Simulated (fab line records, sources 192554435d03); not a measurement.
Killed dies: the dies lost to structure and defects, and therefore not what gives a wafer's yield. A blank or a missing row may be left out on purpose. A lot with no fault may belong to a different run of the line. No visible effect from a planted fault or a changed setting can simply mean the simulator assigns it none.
Split-lot experiment | flow n5 finfet | route with 1938 steps; 7 lots, 21 wafers read

## ABOUT THE SPLIT
At N5_BEOL_M6_DESCUM_33 (chemistry O2, time 7 s), the setting time s was moved away from the recipe's 7 s on 7 of the 21 wafers read, by -21.6% to +21.3%. All remaining wafers had this setting at the recipe value.

The reading is taken at the split's own step.

## THE READING
CAR-EUV_of_BEOL_M6_COAT_22.thk nm (the simulator's own value, which no gauge read), in nm, at N5_BEOL_M6_DESCUM_33 (chemistry O2, time 7 s). The file gives no usual value for it. Here, 14 wafers ran the recipe; their average is 26.1 nm with a standard deviation of 0.13 nm.

wafer  | tool, chamber at the split | time s as run, s | against the recipe | CAR-EUV_of_BEOL_M6_COAT_22.thk nm, nm | against lot-mates on the recipe
L075.2 | rie diel-06, 2             | 7                | recipe             | 26.2                                  | -
L075.4 | rie diel-06, 1             | 7                | recipe             | 26                                    | -
L075.5 | rie diel-06, 3             | 5.516            | -21.2%             | 26.8                                  | +0.7
L077.1 | rie diel-03, 1,3           | 8.489            | +21.3%             | 25.4                                  | -0.6
L077.3 | rie diel-03, 1,3           | 8.489            | +21.3%             | 25.4                                  | -0.6
L077.2 | rie diel-03, 0             | 7                | recipe             | 26                                    | -
L083.2 | rie diel-01, 1,3,3         | 7                | recipe             | 26.2                                  | -
L083.4 | rie diel-01, 1,3,3         | 7                | recipe             | 26.2                                  | -
L083.5 | rie diel-01, 1,3,3         | 7                | recipe             | 26.2                                  | -
L080.1 | rie diel-03, 1             | 5.488            | -21.6%             | 26.8                                  | +0.6
L080.3 | rie diel-03, 0,2           | 7                | recipe             | 26.2                                  | -
L080.6 | rie diel-03, 0,2           | 7                | recipe             | 26.2                                  | -
L085.3 | rie diel-01, 1,0           | 7                | recipe             | 26.2                                  | -
L085.6 | rie diel-01, 1,0           | 7                | recipe             | 26.2                                  | -
L085.5 | rie diel-01, 3             | 5.706            | -18.5%             | 26.8                                  | +0.6
L090.2 | rie diel-01, 1             | 7                | recipe             | 26                                    | -
L090.5 | rie diel-01, 1,2           | 6.201            | -11.4%             | 26.4                                  | +0.4
L090.6 | rie diel-01, 1,2           | 6.201            | -11.4%             | 26.4                                  | +0.4
L091.2 | rie diel-03, 2             | 7                | recipe             | 25.8                                  | -
L091.3 | rie diel-03, 3,1           | 7                | recipe             | 26                                    | -
L091.4 | rie diel-03, 3,1           | 7                | recipe             | 26                                    | -
The file does not say which wafer passed through which chamber wherever a row lists several chambers: such a row stands for several wafers.

FIT RESULTS
A straight line over all 21 wafers: CAR-EUV_of_BEOL_M6_COAT_22.thk nm changes by -0.0329 nm for each +1% of time s; r = -0.96; the points scatter about the line by 0.11 nm.
The same after taking each lot's own level away (the mean of its wafers on the recipe; 21 wafers): -0.0301 nm for each +1%; r = -0.99; scatter 0.057 nm.
Per that fit: largest time s move, reading shift of 0.65 nm.
The lots' own levels span 25.93 to 26.20 nm, that is 2.1 times the standard deviation above.
Consequently the slope shifts little with the lot-to-lot level, the two slopes agreeing.
Check: with one of the wafers moved furthest among these (-21.6%) left out of the fit, the line predicts +0.68 nm for it against its lot-mates. Against them it came out at +0.6 nm.

## THE FILE'S OWN FIT
CAR-EUV_of_BEOL_M6_COAT_22.thk nm changes by -0.0305 nm for each +1% of time s, r = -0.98.
